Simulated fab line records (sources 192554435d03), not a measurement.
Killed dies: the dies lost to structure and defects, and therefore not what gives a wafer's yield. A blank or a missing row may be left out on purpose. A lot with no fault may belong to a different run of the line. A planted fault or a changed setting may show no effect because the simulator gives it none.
Problem report, 8D (eight disciplines) form, completed by code :: flow n5_finfet :: the parts of the form that need people (team, actions taken, sign-off) are left out

1. THE ISSUE
Wafers free of any fault read -0.6 nm (standard deviation 0.8) for V9_OVL at N5_BEOL_M10_OVL_MEAS_29, against a mean of 8.9 nm on 6 wafers of 2 lots. Measured from the usual mean, that is +12 standard deviations.
Seen first at day 14 21:14 on overlay-02, wafer L260.1. Wafers with a number at this step in the record: 33, from 11 lots. By rule, "out" or "out of limits" means more than 4 standard deviations away from the usual mean. The other wafers with a number count as sound.

2. WHAT IT IS AND WHAT IT IS NOT
question: which readings at this step
is: V9_OVL
is not: -

question: which lots
is: L259, L260
is not: L246, L250, L251, L254, L255, L265, L267, L268, L269

question: which wafers of those lots
is: all that have a number
is not: -

question: read on which gauges
is: overlay-01, overlay-02
is not: -

question: when
is: from day 14 21:14
is not: up to then (15 sound wafers); but 12 sound wafers of L265, L267, L268, L269 came after

3. SUSPECTS, AND WHAT RULES EACH OUT
Counting: any tool at a process step up to the reading is kept as a suspect provided that every lot that is out went through it and no sound lot did after the first of them.
- the gauge at N5_BEOL_M10_OVL_MEAS_29 is ruled out. Those wafers that are out were read across 2 gauges (overlay-01, overlay-02).
- arfi_scanner-01 at N5_BEOL_M10_EXPOSE_25 (exposes mask V9): kept. It ran every lot that is out, first L260 (day 14 21:04), and no sound lot after that; its last sound lot up to then is L250 (day 11 15:55).
The count leaves arfi_scanner-01 at N5_BEOL_M10_EXPOSE_25.

4. THE CAUSE (what the simulator had put in)
Scanner matching overlay: arfi_scanner-01, from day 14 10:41 on, at N5_BEOL_M10_EXPOSE_25. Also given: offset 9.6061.
After counting, this tool was the only one left.

5. SEQUENCE OF EFFECTS, ordered by route
Each row: a reading where the mean over the struck wafers with a number is more than 3 standard deviations away from the usual. Scope: only readings with a usual standard deviation given in the record; hours: median across lots of the time from each lot's start at the first step in this table that gives one to its start at this step; sigmas: change in usual standard deviations.
hours: 0
step: N5_BEOL_M10_OVL_MEAS_29
reading: V9_OVL
usual: -0.6 nm
on struck wafers: 8.9
change: +9.5
sigmas: +12

6. HOW IT WOULD HAVE BEEN CAUGHT EARLIER
In this record the first reading out of limits at a measuring or inspecting step was taken at day 14 21:14, 11 hours after the fault began at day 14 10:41.
Among the 2 lots that are out, L259 began N5_BEOL_M10_EXPOSE_25 on arfi_scanner-01 after day 14 21:14. Holding the tool at that time would have saved it.
